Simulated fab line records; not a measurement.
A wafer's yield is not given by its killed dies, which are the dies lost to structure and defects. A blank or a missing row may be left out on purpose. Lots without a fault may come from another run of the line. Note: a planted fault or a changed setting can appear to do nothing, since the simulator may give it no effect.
fab line records	flow n5_finfet
record: lots: 7	wafers: 39
route steps=1938 shown BEOL_M0_SAQP@676 BEOL_M0_CUTY@711 BEOL_M0@715 BEOL_M2@841 BEOL_M5@1116 BEOL_M6@1236 BEOL_M10@1507
start_h: hours from the record's opening day to when the first of the lot's shown wafers began	wait_h: hours elapsed since this lot's preceding step	" as in the row above	L1.1+2: several wafers, shown together as one row	- no value, or no start was given	* or withheld: withheld	< > ~ a bound
route shown NAME@n: names a module that has steps shown in the file, with the first one's number in the route	usual: average and standard deviation across the fault-free wafers	same: alike in all rows	chamber/n: place in a boat	sites: the reading at each site	_std_site: their standard deviation	_edge_site: inner sites' mean taken away from outer sites' mean	radius_mm: how far each site lies from the wafer's centre	mask NAME#n: copy n	behind: the most recent tool/chamber to have shaped the wafer	hold: what put the lot on hold/how long, in hours/how the hold closed	device: the n, p or np transistor that did not switch	end of line: tests of these same wafers at the route's end	a step given without rows: its recipe and nothing more	killed: the dies lost at the first sort to structure and to defects; this is not the yield of the wafer	map: a wafer's dies, x killed, . not, _ none there
set.NAME: the setting the step ran with; set.NAME@STEP: the setting that earlier step ran with	model.NAME: the simulator's own value behind a step, which no gauge read
lots whose settings were changed on purpose; a table a step, a row a wafer
== steps ==
step: N5_BEOL_M0_SAQP_SPACER2_ALD_26
recipe: material: SiO2	target_thk_a: 150	temp_c: 300	ald_precursor_family: BDEAS	ald_co_reactant: O2-plasma	pulse_time_s: 1	purge_time_s: 2	co_reactant_purge_time_s: 2	pressure_torr: 2
lot.wafer	tool	chamber	start_h	wait_h	set.target_thk_a	model.SiO2_of_BEOL_M0_SAQP_SPACER2_ALD_26.thk_nm
L076.1+2	ald_sin-03	0,1	125.25	0.1	150	14.8
L076.3+4+6	"	2,3,1	"	"	75.31	7.4
L076.5	"	0	"	"	150	15
L079.1+6	ald_sin-03	1	136.53	0.1	83.41	8.4
L079.2	"	3	"	"	83.41	8.2
L079.3+4+5	"	2,0,0	"	"	150	15
L083.2+5+6	ald_sin-03	2,2,3	171.48	0.1	150	15
L088.1+2+4+5+6	ald_sin-02	1,2,3,2,1	201.63	0.1	150	15
L088.3	"	0	"	"	150	14.8
L092.1	ald_sin-02	0	219.72	0.1	150	15
L092.2+3+6	"	1,2,2	"	"	114.8	11.6
L092.4+5	"	3	"	"	150	15.2
L095.1+2+3+4+5+6	ald_sin-03	0,1,3,2,2,1	237.91	0.1	150	15
L097.1+3+4+5+6	ald_sin-01	3,0,1,0,3	249.88	0.1	150	15
L097.2	"	1	"	"	150	15.2
step: N5_BEOL_M0_SAQP_SPACER2_ETCHBACK_27
recipe: chemistry: CHF3/O2	mode: anisotropic_etchback	target: SiO2	target_depth_a: 225	time_s: 11.25	pressure_mtorr: 30	source_w: 650	bias_w: 170	Ar_flow_sccm: 200	CHF3_flow_sccm: 50	O2_flow_sccm: 5	ion_energy_ev: 200
step: N5_BEOL_M0_SAQP_MANDREL2_REMOVE_110
recipe: chemistry: HBr/Cl2/O2	bt_time_s: 10	target: a-Si	stop_on: SiCN	endpoint: OES-SiCl	over_etch_frac: 1	icp_w: 600	bias_w: 30	HBr_flow_sccm: 150	Cl2_flow_sccm: 80	O2_flow_sccm: 5	pressure_mtorr: 10
lot.wafer	tool	chamber	start_h	wait_h	set.target_thk_a@BEOL_M0_SAQP_SPACER2_ALD_26	model.BEOL_M0_SAQP.cd_nm
L076.1	rie_si-06	3	125.89	0.1	150	14.6
L076.2	"	0	"	"	150	14.8
L076.3	"	1	"	"	75.31	7.4
L076.4+6	"	2	"	"	75.31	7.2
L076.5	"	1	"	"	150	15
L079.1+2+6	rie_si-04	3,0,0	137.17	0.1	83.41	8.4
L079.3+4+5	"	1,2,3	"	"	150	15
L083.2+6	rie_si-06	2	172.13	0.1	150	15
L083.5	"	3	"	"	150	14.8
L088.1+2+5	rie_si-04	3,1,1	202.33	0.1	150	15
L088.3+4	"	2,3	"	"	150	14.8
L088.6	"	2	"	"	150	15.2
L092.1	rie_si-05	2	220.36	0.1	150	15
L092.2+3+6	"	0,3,1	"	"	114.8	11.6
L092.4+5	"	1,2	"	"	150	15.2
L095.1+2+5+6	rie_si-04	0,3,3,2	238.55	0.1	150	15
L095.3+4	"	2,0	"	"	150	15.2
L097.1+3+4+5+6	rie_si-04	0,2,0,3,2	250.55	0.1	150	15
L097.2	"	3	"	"	150	15.2
step: N5_BEOL_M0_SAQP_CD_MEAS_29
recipe: target_cd_nm: 14.4	landing_energy_ev: 1000	detector: se_inlens
usual: cd_nm: 14.96/0.23
lot.wafer	tool	chamber	start_h	wait_h	set.target_thk_a@BEOL_M0_SAQP_SPACER2_ALD_26	cd_nm
L076.1	cd_sem-01	0	126.00	0.1	150	15.05
L076.2	"	0	"	"	150	14.75
L076.3	"	0	"	"	75.31	7.42
L076.4	"	0	"	"	75.31	7.48
L076.5	"	0	"	"	150	15.20
L076.6	"	0	"	"	75.31	7.29
L079.1	cd_sem-03	0	137.28	0.1	83.41	8.27
L079.2	"	0	"	"	83.41	8.37
L079.3	"	0	"	"	150	15.31
L079.4	"	0	"	"	150	14.86
L079.5	"	0	"	"	150	15.05
L079.6	"	0	"	"	83.41	8.35
L083.2	cd_sem-01	0	172.24	0.1	150	14.91
L083.5	"	0	"	"	150	14.62
L083.6	"	0	"	"	150	14.89
L088.1	cd_sem-02	0	202.44	0.1	150	14.84
L088.2	"	0	"	"	150	14.84
L088.3	"	0	"	"	150	14.76
L088.4	"	0	"	"	150	14.72
L088.5	"	0	"	"	150	15.04
L088.6	"	0	"	"	150	15.25
L092.1	cd_sem-03	0	220.47	0.1	150	15.36
L092.2	"	0	"	"	114.8	11.64
L092.3	"	0	"	"	114.8	11.95
L092.4	"	0	"	"	150	14.84
L092.5	"	0	"	"	150	14.77
L092.6	"	0	"	"	114.8	12.00
L095.1	cd_sem-02	0	238.66	0.1	150	14.81
L095.2	"	0	"	"	150	15.17
L095.3	"	0	"	"	150	15.13
L095.4	"	0	"	"	150	15.09
L095.5	"	0	"	"	150	15.12
L095.6	"	0	"	"	150	14.94
L097.1	cd_sem-02	0	250.66	0.1	150	14.82
L097.2	"	0	"	"	150	15.52
L097.3	"	0	"	"	150	14.74
L097.4	"	0	"	"	150	15.06
L097.5	"	0	"	"	150	14.72
L097.6	"	0	"	"	150	14.90
step: N5_BEOL_M0_SAQP_COAT_69
recipe: resist: SOC	temp_c: 250	time_s: 60	spin_rpm: 1500	resist_thk_nm: 90
step: N5_BEOL_M0_SAQP_COAT_72
recipe: resist: SiARC	temp_c: 220	time_s: 60	spin_rpm: 1500	resist_thk_nm: 15
step: N5_BEOL_M0_CUTY_DESCUM_61
recipe: chemistry: O2	time_s: 7.9	source_power_w: 50	bias_power_w: 20	pressure_mtorr: 20	rf_frequency_hz: 2.712e+07	temp_c: 40	resist: CAR-ArF-block	o2_flow_sccm: 225
step: N5_BEOL_M0_CUTY_ETCH_62
recipe: chemistry: CF4	target: SiARC	mask_material: CAR-ArF-block	time_s: 58.5	ion_energy_ev: 80	pressure_mtorr: 40	source_w: 545	bias_w: 36	Ar_flow_sccm: 100	cf4_flow_sccm: 100	ends: cleared
step: N5_BEOL_M0_CUTY_ETCH_63
recipe: chemistry: N2/H2	target: SOC	target_depth_a: 827	overetch_a: 165	mask_material: SiARC	temp_c: 40	ion_energy_ev: 200	time_s: 124	pressure_mtorr: 30	source_w: 840	bias_w: 150	n2_flow_sccm: 200	h2_flow_sccm: 200
lot.wafer	tool	chamber	start_h	wait_h	set.target_thk_a@BEOL_M0_SAQP_SPACER2_ALD_26	model.SiO2_of_BEOL_M0_SAQP_SPACER2_ALD_26.thk_nm
L076.1+5	rie_diel-06	3,0	127.79	0.0	150	7
L076.2	"	2	"	"	150	6.8
L076.3+4+6	"	0,1,1	"	"	75.31	1.6
L079.1+2+6	rie_diel-01	0,3,1	139.64	0.0	83.41	1.8
L079.3+4	"	2,1	"	"	150	7.2
L079.5	"	0	"	"	150	7
L083.2+6	rie_diel-01	3	174.51	0.0	150	7
L083.5	"	0	"	"	150	7.2
L088.1+4+5	rie_diel-06	3,3,1	204.85	0.0	150	7.2
L088.2+3+6	"	2,1,2	"	"	150	7
L092.1+4+5	rie_diel-06	0,2,0	222.52	0.0	150	7.2
L092.2+3	"	3,1	"	"	114.8	3.8
L092.6	"	1	"	"	114.8	3.6
L095.1+3+5+6	rie_diel-01	3,1,3,0	240.67	0.0	150	7
L095.2+4	"	0,2	"	"	150	7.2
L097.1+2+4+5+6	rie_diel-03	2,0,3,2,3	253.85	0.0	150	7.2
L097.3	"	1	"	"	150	7
step: N5_BEOL_M0_CUTY_STRIP_64
recipe: chemistry: N2/H2	temp_c: 40	n2_flow_sccm: 200	h2_flow_sccm: 200	rf_frequency_hz: 6e+07
step: N5_BEOL_M0_ETCH_138
recipe: chemistry: CH3F/O2	target_depth_a: 120	target: SiCN	time_s: 31.6	ion_energy_ev: 120	pressure_mtorr: 30	source_w: 395	bias_w: 75	Ar_flow_sccm: 150	CH3F_flow_sccm: 30	O2_flow_sccm: 20	ends: cleared
lot.wafer	tool	chamber	start_h	wait_h	set.target_thk_a@BEOL_M0_SAQP_SPACER2_ALD_26	model.SiO2_of_BEOL_M0_SAQP_SPACER2_ALD_26.thk_nm
L076.1+5	rie_diel-06	3,0	127.92	0.0	150	5
L076.2	"	2	"	"	150	4.8
L076.3+4+6	"	0,1,1	"	"	75.31	0.8
L079.1+2+6	rie_diel-01	0,3,1	139.76	0.0	83.41	0.8
L079.3+4	"	2,1	"	"	150	5.2
L079.5	"	0	"	"	150	5
L083.2+5+6	rie_diel-01	3,0,3	174.64	0.0	150	5
L088.1+4+5	rie_diel-06	3,3,1	204.97	0.0	150	5.2
L088.2+3+6	"	2,1,2	"	"	150	5
L092.1+4+5	rie_diel-06	0,2,0	222.64	0.0	150	5.2
L092.2+3+6	"	3,1,1	"	"	114.8	1.8
L095.1+6	rie_diel-01	3,0	240.79	0.0	150	5
L095.2+3+4	"	0,1,2	"	"	150	5.2
L095.5	"	3	"	"	150	4.8
L097.1+2+3+4+5+6	rie_diel-03	2,0,1,3,2,3	253.98	0.0	150	5.2
step: N5_BEOL_M0_HM_OPEN_105
recipe: chemistry: Cl2/BCl3	target_depth_a: 120	target: TiN	ion_energy_ev: 150	pressure_mtorr: 10	icp_w: 1000	bias_w: 126	Cl2_flow_sccm: 53.25	bcl3_flow_sccm: 21.75	Ar_flow_sccm: 25
lot.wafer	tool	chamber	start_h	wait_h	set.target_thk_a@BEOL_M0_SAQP_SPACER2_ALD_26	model.SiO2_of_BEOL_M0_SAQP_SPACER2_ALD_26.thk_nm
L076.1+2	rie_metal-01	0,1	132.43	4.5	150	2.6
L076.3+4+6	"	1,0,0	"	"	75.31	0.4
L076.5	"	1	"	"	150	2.8
L079.1+2+6	rie_metal-03	1,0,1	139.86	0.1	83.41	0.4
L079.3+4	"	0,1	"	"	150	2.8
L079.5	"	0	"	"	150	2.4
L083.2+5+6	rie_metal-03	0,1,0	174.75	0.1	150	2.6
L088.1	rie_metal-01	1	205.07	0.1	150	3
L088.2+3	"	0	"	"	150	2.6
L088.4+5+6	"	1,0,1	"	"	150	2.8
L092.1+4	rie_metal-02	1,0	223.69	1.0	150	2.8
L092.2+3+6	"	0,1,0	"	"	114.8	0.8
L092.5	"	1	"	"	150	3
L095.1+2+3+4	rie_metal-01	1,0,1,0	242.20	1.4	150	2.8
L095.5+6	"	1,0	"	"	150	2.6
L097.1+2+4+5	rie_metal-01	0,1,1,1	254.15	0.1	150	2.8
L097.3+6	"	0	"	"	150	2.6
step: N5_BEOL_M2_ILD_DEP_00
recipe: material: SiOC	target_thk_a: 790	temp_c: 350	precursor: DEMS/O2	pressure_torr: 5	rf_w: 500	time_s: 15.3
lot.wafer	tool	chamber	start_h	wait_h	set.time_s	model.SiOC_of_BEOL_M2_ILD_DEP_00.thk_nm
L076.1	pecvd-03	0	145.70	0.0	15.3	77.6
L076.2	"	2	"	"	15.3	78
L076.3+5	"	1	"	"	15.3	78.6
L076.4	"	2	"	"	15.3	80.4
L076.6	"	0	"	"	15.3	79.2
L079.1	pecvd-03	1	153.25	0.0	6.549	32.8
L079.2	"	0	"	"	15.3	78
L079.3	"	2	"	"	6.549	33.6
L079.4	"	2	"	"	15.3	79.6
L079.5	"	1	"	"	15.3	79.4
L079.6	"	0	"	"	6.549	33.4
L083.2	pecvd-03	2	185.73	0.0	15.3	78.8
L083.5	"	0	"	"	15.3	78.4
L083.6	"	1	"	"	15.3	79.6
L088.1	pecvd-03	2	221.39	0.0	15.3	78.4
L088.2	"	0	"	"	19.88	100.2
L088.3	"	1	"	"	19.88	100.4
L088.4	"	0	"	"	19.88	102.6
L088.5	"	1	"	"	15.3	79
L088.6	"	2	"	"	15.3	79.2
L092.1	pecvd-02	2	238.61	0.0	15.3	77.4
L092.2	"	0	"	"	15.3	78.2
L092.3	"	1	"	"	15.3	78.6
L092.4	"	2	"	"	8.275	42.8
L092.5	"	1	"	"	8.275	43.8
L092.6	"	0	"	"	8.275	42
L095.1	pecvd-01	0	253.51	0.0	15.3	79
L095.2	"	1	"	"	20.7	104.4
L095.3	"	2	"	"	20.7	106.4
L095.4	"	1	"	"	20.7	106.6
L095.5	"	0	"	"	15.3	80.2
L095.6	"	2	"	"	15.3	79.4
L097.1	pecvd-01	1	267.08	0.0	15.3	76.8
L097.2	"	2	"	"	15.3	77.6
L097.3	"	0	"	"	8.984	46
L097.4	"	2	"	"	15.3	77.8
L097.5	"	0	"	"	8.984	47
L097.6	"	1	"	"	8.984	45.2
step: N5_BEOL_M2_THK_MEAS_01
recipe: reads: SiOC_of_BEOL_M2_ILD_DEP_00
usual: M2_ILD_THK: 78.7/0.93
lot.wafer	tool	chamber	start_h	wait_h	set.time_s@BEOL_M2_ILD_DEP_00	M2_ILD_THK[nm]
L076.1	film_metro-01	-	145.77	0.0	15.3	77.7
L076.2	"	-	"	"	15.3	77.9
L076.3	"	-	"	"	15.3	78.5
L076.4	"	-	"	"	15.3	80.3
L076.5	"	-	"	"	15.3	78.6
L076.6	"	-	"	"	15.3	79.2
L079.1	film_metro-01	-	153.32	0.0	6.549	32.9
L079.2	"	-	"	"	15.3	78.0
L079.3	"	-	"	"	6.549	33.6
L079.4	"	-	"	"	15.3	79.6
L079.5	"	-	"	"	15.3	79.5
L079.6	"	-	"	"	6.549	33.3
L083.2	film_metro-01	-	185.80	0.1	15.3	78.9
L083.5	"	-	"	"	15.3	78.5
L083.6	"	-	"	"	15.3	79.7
L088.1	film_metro-02	-	221.46	0.0	15.3	78.4
L088.2	"	-	"	"	19.88	100.2
L088.3	"	-	"	"	19.88	100.2
L088.4	"	-	"	"	19.88	102.7
L088.5	"	-	"	"	15.3	79.0
L088.6	"	-	"	"	15.3	79.2
L092.1	film_metro-02	-	238.68	0.0	15.3	77.3
L092.2	"	-	"	"	15.3	78.2
L092.3	"	-	"	"	15.3	78.6
L092.4	"	-	"	"	8.275	42.9
L092.5	"	-	"	"	8.275	43.8
L092.6	"	-	"	"	8.275	42.0
L095.1	film_metro-02	-	253.57	0.0	15.3	79.0
L095.2	"	-	"	"	20.7	104.5
L095.3	"	-	"	"	20.7	106.3
L095.4	"	-	"	"	20.7	106.5
L095.5	"	-	"	"	15.3	80.3
L095.6	"	-	"	"	15.3	79.4
L097.1	film_metro-01	-	267.15	0.0	15.3	76.8
L097.2	"	-	"	"	15.3	77.7
L097.3	"	-	"	"	8.984	46.0
L097.4	"	-	"	"	15.3	77.9
L097.5	"	-	"	"	8.984	47.0
L097.6	"	-	"	"	8.984	45.3
step: N5_BEOL_M5_HM_DEP_02
recipe: material: TiN	target_thk_a: 200	temp_c: 25	chamber_pressure_pa: 0.49996
lot.wafer	tool	chamber	start_h	wait_h	set.target_thk_a	model.TiN_of_BEOL_M5_HM_DEP_02.thk_nm
L076.1	pvd_sputter-01	-	177.83	0.8	116.7	11.8
L076.2+4	"	-	"	"	200	20.2
L076.3	"	-	"	"	200	20.4
L076.5+6	"	-	"	"	116.7	12
L079.1+4+5	pvd_sputter-03	-	185.45	1.0	200	19.8
L079.2+6	"	-	"	"	277.8	27.6
L079.3	"	-	"	"	277.8	27.8
L083.2+5	pvd_sputter-01	-	225.44	0.1	200	20.4
L083.6	"	-	"	"	200	20.2
L088.1+2	pvd_sputter-01	-	255.63	0.3	200	20.2
L088.3+4+5	"	-	"	"	120.1	12
L088.6	"	-	"	"	200	20
L092.1+2+3+4+6	pvd_sputter-02	-	273.25	1.4	200	20
L092.5	"	-	"	"	200	20.2
L095.1	pvd_sputter-03	-	298.33	4.4	200	20.2
L095.2+3	"	-	"	"	280.3	27.8
L095.4+6	"	-	"	"	200	19.8
L095.5	"	-	"	"	280.3	28
L097.1+4+5	pvd_sputter-03	-	300.74	0.6	200	19.8
L097.2+3+6	"	-	"	"	200	20
step: N5_BEOL_M5_COAT_59
recipe: resist: SOC	temp_c: 250	time_s: 60	spin_rpm: 1500	resist_thk_nm: 60
step: N5_BEOL_M5_COAT_60
recipe: resist: SiARC	temp_c: 220	time_s: 60	spin_rpm: 1500	resist_thk_nm: 12
step: N5_BEOL_M5_STRIP_73
recipe: chemistry: N2/H2	temp_c: 40	n2_flow_sccm: 200	h2_flow_sccm: 200	rf_frequency_hz: 6e+07
step: N5_BEOL_M5_STRIP_64
recipe: chemistry: CF4	resist: SiARC	power_w: 300	bias_power_w: 75	pressure_mtorr: 50	cf4_flow_sccm: 150	rf_frequency_hz: 6e+07
step: N5_BEOL_M5_HM_OPEN_17
recipe: chemistry: Cl2/BCl3	target_depth_a: 200	overetch_a: 60	target: TiN	mask_material: SOC	ion_energy_ev: 150	pressure_mtorr: 10	icp_w: 1000	bias_w: 126	Cl2_flow_sccm: 53.25	bcl3_flow_sccm: 21.75	Ar_flow_sccm: 25
lot.wafer	tool	chamber	start_h	wait_h	set.target_thk_a@BEOL_M5_HM_DEP_02	model.etch.depth_nm
L076.1	rie_metal-03	0	178.71	0.0	116.7	11.77
L076.2	"	1	"	"	200	20.19
L076.3	"	1	"	"	200	20.31
L076.4	"	0	"	"	200	20.3
L076.5	"	1	"	"	116.7	11.95
L076.6	"	0	"	"	116.7	12.08
L079.1	rie_metal-03	0	186.40	0.0	200	19.83
L079.2	"	1	"	"	277.8	26.38
L079.3	"	1	"	"	277.8	25.95
L079.4	"	0	"	"	200	19.78
L079.5	"	1	"	"	200	19.79
L079.6	"	0	"	"	277.8	26.63
L083.2	rie_metal-03	1	226.21	0.0	200	20.37
L083.5	"	0	"	"	200	20.34
L083.6	"	1	"	"	200	20.26
L088.1	rie_metal-01	1	256.51	0.0	200	20.22
L088.2	"	0	"	"	200	20.28
L088.3+4	"	1,0	"	"	120.1	11.98
L088.5	"	0	"	"	120.1	12.01
L088.6	"	1	"	"	200	20.09
L092.1	rie_metal-02	0	274.25	0.0	200	20.03
L092.2	"	0	"	"	200	19.94
L092.3	"	0	"	"	200	20.08
L092.4	"	0	"	"	200	19.96
L092.5	"	0	"	"	200	20.17
L092.6	"	0	"	"	200	20.04
L095.1	rie_metal-02	0	299.09	0.0	200	20.2
L095.2	"	1	"	"	280.3	26.11
L095.3	"	1	"	"	280.3	25.9
L095.4	"	0	"	"	200	19.83
L095.5	"	1	"	"	280.3	26
L095.6	"	0	"	"	200	19.8
L097.1	rie_metal-01	0	301.63	0.0	200	19.78
L097.2	"	1	"	"	200	19.9
L097.3	"	1	"	"	200	20
L097.4	"	0	"	"	200	19.84
L097.5	"	1	"	"	200	19.86
L097.6	"	0	"	"	200	20.02
step: N5_BEOL_M6_VIA_ETCH_34
recipe: chemistry: C4F6/O2	target: SiCOH_lowk	target_depth_a: 1263	mask_material: SOC	taper_deg: 4	time_s: 50.9	ion_energy_ev: 250	pressure_mtorr: 30	source_w: 345	bias_w: 185	Ar_flow_sccm: 300	C4F6_flow_sccm: 10	O2_flow_sccm: 10
lot.wafer	tool	chamber	start_h	wait_h	set.time_s	model.etch.depth_nm	model.SOC_of_BEOL_M6_COAT_63.thk_nm
L076.1	rie_diel-06	1	191.54	0.0	50.9	127.6	54
L076.2	"	3	"	"	50.9	125.2	54
L076.3	"	2	"	"	50.9	130.5	53.6
L076.4	"	2	"	"	64.87	164.9	52
L076.5	"	3	"	"	64.87	160.4	52.2
L076.6	"	1	"	"	64.87	162.5	52.2
L079.1	rie_diel-06	1	203.04	0.0	50.9	125.7	54
L079.2	"	2	"	"	67.69	173.5	51.8
L079.3	"	3	"	"	67.69	166.1	52.2
L079.4	"	3	"	"	50.9	125.3	54.2
L079.5	"	1	"	"	67.69	167.9	52.2
L079.6	"	2	"	"	50.9	129.2	54
L083.2	rie_diel-01	0	242.28	0.0	50.9	124.5	54.4
L083.5	"	1	"	"	50.9	126.7	54.2
L083.6	"	0	"	"	50.9	124.3	54.2
L088.1	rie_diel-06	1	269.21	0.0	50.9	125.8	53.8
L088.2	"	2	"	"	50.9	128	53.8
L088.3	"	0	"	"	50.9	123.8	54
L088.4	"	3	"	"	50.9	123.9	54.2
L088.5	"	2	"	"	50.9	128.6	53.8
L088.6	"	3	"	"	50.9	124.3	54.2
L092.1	rie_diel-01	0	287.62	0.0	50.9	124.4	54
L092.2	"	1	"	"	50.9	126.8	53.6
L092.3	"	3	"	"	50.9	127.3	53.6
L092.4	"	2	"	"	50.9	123	54
L092.5	"	1	"	"	50.9	125.6	53.6
L092.6	"	0	"	"	50.9	123.6	53.8
L095.1	rie_diel-06	2	313.93	0.0	50.9	127.2	53.6
L095.2	"	0	"	"	72.47	175.6	51.4
L095.3	"	1	"	"	50.9	125.1	53.6
L095.4	"	3	"	"	72.47	176.2	51.2
L095.5	"	3	"	"	50.9	122.5	53.8
L095.6	"	2	"	"	72.47	182.7	51
L097.1	rie_diel-06	2	319.31	0.0	50.9	128.7	54.2
L097.2	"	0	"	"	73.03	178.9	51.6
L097.3	"	1	"	"	73.03	179.4	51.6
L097.4	"	3	"	"	50.9	124.1	54.4
L097.5	"	1	"	"	73.03	179.2	51.6
L097.6	"	2	"	"	50.9	128.6	54
step: N5_BEOL_M10_ETCH_66
recipe: chemistry: N2/H2	target: SOC	target_depth_a: 1200	overetch_a: 240	mask_material: SiARC	temp_c: 40	time_s: 180	ion_energy_ev: 200	pressure_mtorr: 30	source_w: 840	bias_w: 150	n2_flow_sccm: 200	h2_flow_sccm: 200
lot.wafer	tool	chamber	start_h	wait_h	set.time_s	model.etch.depth_nm	model.SiARC_of_BEOL_M10_COAT_64.thk_nm
L076.1	rie_diel-03	3	222.79	0.1	180	99.85	23
L076.2+3+5	"	2	"	"	180	100.1	23
L076.4	"	3	"	"	180	100.4	23
L076.6	"	3	"	"	180	99.88	23
L079.1	rie_diel-01	2	231.55	0.0	82.62	63.51	26.8
L079.2	"	0	"	"	180	99.91	22.6
L079.3	"	1	"	"	180	99.6	22.8
L079.4	"	3	"	"	180	99.84	22.4
L079.5	"	2	"	"	82.62	63.59	26.8
L079.6	"	3	"	"	82.62	68.28	26.4
L083.2	rie_diel-01	2	273.34	0.0	180	100.1	23
L083.5	"	1	"	"	180	100	23
L083.6	"	0	"	"	180	100.6	22.6
L088.1	rie_diel-03	3	301.18	0.0	180	99.77	22.8
L088.2	"	0	"	"	180	99.75	22.2
L088.3	"	1	"	"	134	100.1	24.8
L088.4	"	1	"	"	134	99.96	24.6
L088.5	"	0	"	"	180	99.94	22.2
L088.6	"	3	"	"	134	100.3	24.6
L092.1	rie_diel-06	3	324.70	0.0	180	100.1	22.8
L092.2	"	0	"	"	180	100	23
L092.3	"	2	"	"	180	100.1	22.4
L092.4	"	1	"	"	180	100	22.8
L092.5	"	2	"	"	180	99.93	22.4
L092.6	"	3	"	"	180	99.66	22.8
L095.1	rie_diel-01	2	348.21	0.0	180	100.6	23.4
L095.2	"	3	"	"	180	100.4	22.8
L095.3	"	1	"	"	180	100.4	23
L095.4	"	0	"	"	140	100.2	24.2
L095.5	"	3	"	"	140	100.6	24.4
L095.6	"	0	"	"	140	100.5	24.2
L097.1	rie_diel-06	2	354.75	0.0	87.5	72.03	26.2
L097.2	"	1	"	"	180	100.5	22.8
L097.3	"	3	"	"	87.5	66.99	26.6
L097.4	"	2	"	"	87.5	71.44	26.4
L097.5	"	3	"	"	180	100.6	23
L097.6	"	1	"	"	180	100.7	22.8
== key ==
split: step: N5_BEOL_M0_SAQP_SPACER2_ALD_26	setting: target_thk_a	stated: 150	by: wafer
response: step: N5_BEOL_M0_SAQP_SPACER2_ALD_26	reading: model.SiO2_of_BEOL_M0_SAQP_SPACER2_ALD_26.thk_nm	change: +0.15	per: 1%	r: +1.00
response: step: N5_BEOL_M0_SAQP_MANDREL2_REMOVE_110	reading: model.BEOL_M0_SAQP.cd_nm	change: +0.15	per: 1%	r: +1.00
response: step: N5_BEOL_M0_SAQP_CD_MEAS_29	reading: cd_nm	change: +0.15	per: 1%	r: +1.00
response: step: N5_BEOL_M0_CUTY_ETCH_63	reading: model.SiO2_of_BEOL_M0_SAQP_SPACER2_ALD_26.thk_nm	change: +0.117	per: 1%	r: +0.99
response: step: N5_BEOL_M0_ETCH_138	reading: model.SiO2_of_BEOL_M0_SAQP_SPACER2_ALD_26.thk_nm	change: +0.0956	per: 1%	r: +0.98
response: step: N5_BEOL_M0_HM_OPEN_105	reading: model.SiO2_of_BEOL_M0_SAQP_SPACER2_ALD_26.thk_nm	change: +0.0524	per: 1%	r: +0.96
split: step: N5_BEOL_M2_ILD_DEP_00	setting: time_s	stated: 15.3	by: wafer
response: step: N5_BEOL_M2_ILD_DEP_00	reading: model.SiOC_of_BEOL_M2_ILD_DEP_00.thk_nm	change: +0.771	per: 1%	r: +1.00
response: step: N5_BEOL_M2_THK_MEAS_01	reading: M2_ILD_THK	change: +0.771	per: 1%	r: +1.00
split: step: N5_BEOL_M5_HM_DEP_02	setting: target_thk_a	stated: 200	by: wafer
response: step: N5_BEOL_M5_HM_DEP_02	reading: model.TiN_of_BEOL_M5_HM_DEP_02.thk_nm	change: +0.201	per: 1%	r: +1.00
response: step: N5_BEOL_M5_HM_OPEN_17	reading: model.etch.depth_nm	change: +0.182	per: 1%	r: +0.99
split: step: N5_BEOL_M6_VIA_ETCH_34	setting: time_s	stated: 50.9	by: wafer
response: step: N5_BEOL_M6_VIA_ETCH_34	reading: model.etch.depth_nm	change: +1.24	per: 1%	r: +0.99
response: step: N5_BEOL_M6_VIA_ETCH_34	reading: model.SOC_of_BEOL_M6_COAT_63.thk_nm	change: -0.0599	per: 1%	r: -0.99
split: step: N5_BEOL_M10_ETCH_66	setting: time_s	stated: 180	by: wafer
response: step: N5_BEOL_M10_ETCH_66	reading: model.etch.depth_nm	change: +0.511	per: 1%	r: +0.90
response: step: N5_BEOL_M10_ETCH_66	reading: model.SiARC_of_BEOL_M10_COAT_64.thk_nm	change: -0.0724	per: 1%	r: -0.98
